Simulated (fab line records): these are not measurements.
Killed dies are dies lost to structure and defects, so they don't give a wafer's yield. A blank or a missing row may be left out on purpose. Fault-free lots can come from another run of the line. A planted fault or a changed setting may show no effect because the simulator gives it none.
Chamber matching :: flow n5Finfet :: rieDiel-01 running N5_PMOS_HMC_CHANNEL_EPI_ETCH_32: 4 sister chambers
The step etches BARC in N2/H2, stops on SiO2, target depth 85.8 nm, time 50.3 s. 8 wafers are shown with their chamber, then 9 later ones without.

EACH WAFER AND ITS CHAMBER
wafer: L079.4
chamber: 0
showerheadPlenumPTorr (Torr): 2.70
throttleValvePct (%): 17.75

wafer: L083.2
chamber: 0
showerheadPlenumPTorr (Torr): 2.70
throttleValvePct (%): 17.76

wafer: L084.1
chamber: 3
showerheadPlenumPTorr (Torr): 2.63
throttleValvePct (%): 17.66

wafer: L084.2
chamber: 1
showerheadPlenumPTorr (Torr): 2.49
throttleValvePct (%): 17.64

wafer: L084.3
chamber: 2
showerheadPlenumPTorr (Torr): 2.57
throttleValvePct (%): 18.12

wafer: L086.1
chamber: 2
showerheadPlenumPTorr (Torr): 2.56
throttleValvePct (%): 18.14

wafer: L086.2
chamber: 1
showerheadPlenumPTorr (Torr): 2.49
throttleValvePct (%): 17.66

wafer: L086.4
chamber: 3
showerheadPlenumPTorr (Torr): 2.63
throttleValvePct (%): 17.67

WAFERS WITH NO CHAMBER GIVEN
wafer: L087.1
showerheadPlenumPTorr (Torr): 2.70
throttleValvePct (%): 17.77

wafer: L087.5
showerheadPlenumPTorr (Torr): 2.70
throttleValvePct (%): 17.77

wafer: L087.6
showerheadPlenumPTorr (Torr): 2.63
throttleValvePct (%): 17.66

wafer: L095.1
showerheadPlenumPTorr (Torr): 2.48
throttleValvePct (%): 17.67

wafer: L095.2
showerheadPlenumPTorr (Torr): 2.69
throttleValvePct (%): 17.81

wafer: L095.6
showerheadPlenumPTorr (Torr): 2.69
throttleValvePct (%): 17.79

wafer: L096.1
showerheadPlenumPTorr (Torr): 2.69
throttleValvePct (%): 17.82

wafer: L096.2
showerheadPlenumPTorr (Torr): 2.48
throttleValvePct (%): 17.67

wafer: L096.5
showerheadPlenumPTorr (Torr): 2.56
throttleValvePct (%): 18.15

WHICH CHAMBER EACH WENT THROUGH
wafer: L087.1
from the rows above: 0
in truth: 0

wafer: L087.5
from the rows above: 0
in truth: 0

wafer: L087.6
from the rows above: 3
in truth: 3

wafer: L095.1
from the rows above: 1
in truth: 1

wafer: L095.2
from the rows above: 0
in truth: 0

wafer: L095.6
from the rows above: 0
in truth: 0

wafer: L096.1
from the rows above: 0
in truth: 0

wafer: L096.2
from the rows above: 1
in truth: 1

wafer: L096.5
from the rows above: 2
in truth: 2
9 of 9 placed correctly. Not placeable from these rows: 0. Placed wrongly: 0.
How it was worked out, from the rows above alone: a wafer's distance from a chamber is the root of the sum, over the readings, of the square of ((its reading less the chamber's mean) divided by the reading's scatter). If the next closest chamber is less than 2 further off than the closest, the wafer can't be placed; otherwise it belongs to the closest. A chamber's mean is the mean of its shown wafers. The scatter: the root of (the sum of the squares of (reading less its chamber's mean) over the shown wafers, divided by (wafers less chambers)).
